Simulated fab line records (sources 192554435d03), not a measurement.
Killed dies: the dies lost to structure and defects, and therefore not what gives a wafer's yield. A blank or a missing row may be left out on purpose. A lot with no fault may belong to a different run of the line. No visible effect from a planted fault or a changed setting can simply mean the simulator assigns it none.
Comparing a struck lot with a sound one    flow n5-finfet    37 out of 1938 route steps
Sound: wafers L658.1, L658.4, L658.6. Struck: wafer L665.6 (left out: L665.3, L665.5 of the same lot, which were not struck); the cause appears at the end.
Each step with rows lists, per side, the tool, then ch with its chambers, then its first start. Under that, the readings that differ: sound wafers    struck wafers    difference of the means    sigmas: that difference in standard deviations of wafers without a fault.
alike: words and numbers the same on both sides, and readings whose means are apart by under 2 such deviations; not compared: readings that were withheld, readings missing a value for some wafer, numbers with overlapping values and no deviation given by the record, and bounds like >300 which may hide the same value.
A row with sigmas, a row that says differs or no value, or rows on one side alone: a step with any of these is where the two part. Numbers that have no deviation but don't overlap get no sigmas and don't part them. A reading missing from all wafers of one side parts the sides only when that side holds two or more wafers.

first, 9 steps without rows for these wafers: N5_BEOL_M6_ALD_77 (deposits TaN, target thk 2 nm, pulse time 2 s, purge time 3 s); N5_BEOL_M6_SURFACE_TREAT_79; N5_BEOL_M6_CVD_78 (deposits Co from CCTBA/H2, target thk 2 nm, time 142.3 s); N5_BEOL_M6_SPUTTER_48 (material Cu, target thk 10 nm, time 1.667 s); N5_BEOL_M6_ECD_50 (material Cu, target thk 300 nm); N5_BEOL_M6_ANNEAL_51 (time 90 s); N5_BEOL_M6_CMP_52 (polishes, stops on SiCOH lowk, t overpolish 6.9 s, target thk 80 nm); N5_BEOL_M6_PRE_CLEAN_55 (time 15 s); N5_BEOL_M6_DEP_56 (deposits SiCN from 3MS/NH3, target thk 10 nm, time 17.5 s).
N5_BEOL_M7_ILD_DEP_00: deposits SiCOH lowk from DEMS/porogen, target thk 179.75 nm, time 33.4 s.
  sound on pecvd-03 ch 0,1,2, day 10 06:52; struck on pecvd-03 ch 0, day 12 18:25
reading                                             sound                 struck  difference  sigmas
susceptor-temp-C (C)                                300.16 299.57 300.10  295.40  -4.54       -23
model.SiCOH_lowk_of_BEOL_M7_ILD_DEP_00.thk-nm (nm)  176.2 180.4 177.8     186.6   +8.5        
  alike: heater-power-w, showerhead-plenum-p-Torr, throttle-valve-pct
then, 1 step without rows for these wafers: N5_BEOL_M7_CURE_74 (cures SiCOH lowk, time 240 s).
N5_BEOL_M7_THK_MEAS_01:
  sound on film-metro-01, day 10 07:26; struck on film-metro-02, day 12 19:17
reading          sound              struck  difference  sigmas
M7_ILD_THK (nm)  152.0 155.6 153.3  161.0   +7.4        +4
then, 23 steps without rows for these wafers: N5_BEOL_M7_PECVD_70 (deposits SiO2 from TEOS/O2, target thk 20 nm, time 22.7 s); N5_BEOL_M7_HM_DEP_02 (deposits TiN, target thk 20 nm); N5_BEOL_M7_COAT_59 (time 60 s, resist thk 100 nm); N5_BEOL_M7_COAT_60 (time 60 s, resist thk 35 nm); N5_BEOL_M7_COAT_05 (resist thk 90 nm); N5_BEOL_M7_EBR_07; N5_BEOL_M7_SOFTBAKE_06 (time 60 s); N5_BEOL_M7_EXPOSE_08 (exposes mask M7); N5_BEOL_M7_PEB_09 (peb time 60 s); N5_BEOL_M7_DEVELOP_10 (develop time 30 s); N5_BEOL_M7_DESCUM_16 (chemistry O2, time 7.9 s); N5_BEOL_M7_ETCH_61 (etches SiARC in CF4, target depth 45.5 nm, time 75.8 s); N5_BEOL_M7_ETCH_62 (etches SOC in N2/H2, target depth 110 nm, overetch 22 nm, time 165 s); N5_BEOL_M7_STRIP_68 (strips in N2/H2); N5_BEOL_M7_STRIP_67 (strips in CF4); N5_BEOL_M7_HM_OPEN_17 (chemistry Cl2/BCl3, target TiN, target depth 20 nm, overetch 6 nm); N5_BEOL_M7_STRIP_19 (strips in O2); N5_BEOL_M7_COAT_63 (time 60 s, resist thk 60 nm); N5_BEOL_M7_COAT_64 (time 60 s, resist thk 12 nm); N5_BEOL_M7_COAT_71 (time 60 s, resist thk 5 nm); N5_BEOL_M7_COAT_22 (resist thk 30 nm); N5_BEOL_M7_EBR_24; N5_BEOL_M7_SOFTBAKE_23 (time 60 s).
N5_BEOL_M7_CMP_52: polishes, stops on SiCOH lowk, t overpolish 6.9 s, target thk 80 nm.
  sound on cmp-04 ch 1,3, day 10 16:03; struck on cmp-04 ch 0, day 13 01:08
reading                                             sound            struck  difference  sigmas
model.SiCOH_lowk_of_BEOL_M7_ILD_DEP_00.thk-nm (nm)  149 152.6 150.2  158     +7          
  alike: barrier-field-endpoint-s, motor-current-A, overpolish-run-s, time-to-endpoint-s
  not compared: pad-life-wafers
next, for these wafers, 1 step has no rows: N5_PASSIVATION_PROBE_49.

WHERE THEY PART
First at N5_BEOL_M7_ILD_DEP_00; last, within this record, at N5_BEOL_M7_THK_MEAS_01. Later steps at which nothing parts them and some readings are alike: N5_BEOL_M7_CMP_52.

WHY: whatever the simulator had introduced
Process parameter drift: pecvd-03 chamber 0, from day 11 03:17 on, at N5_BEOL_M7_ILD_DEP_00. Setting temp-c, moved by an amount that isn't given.
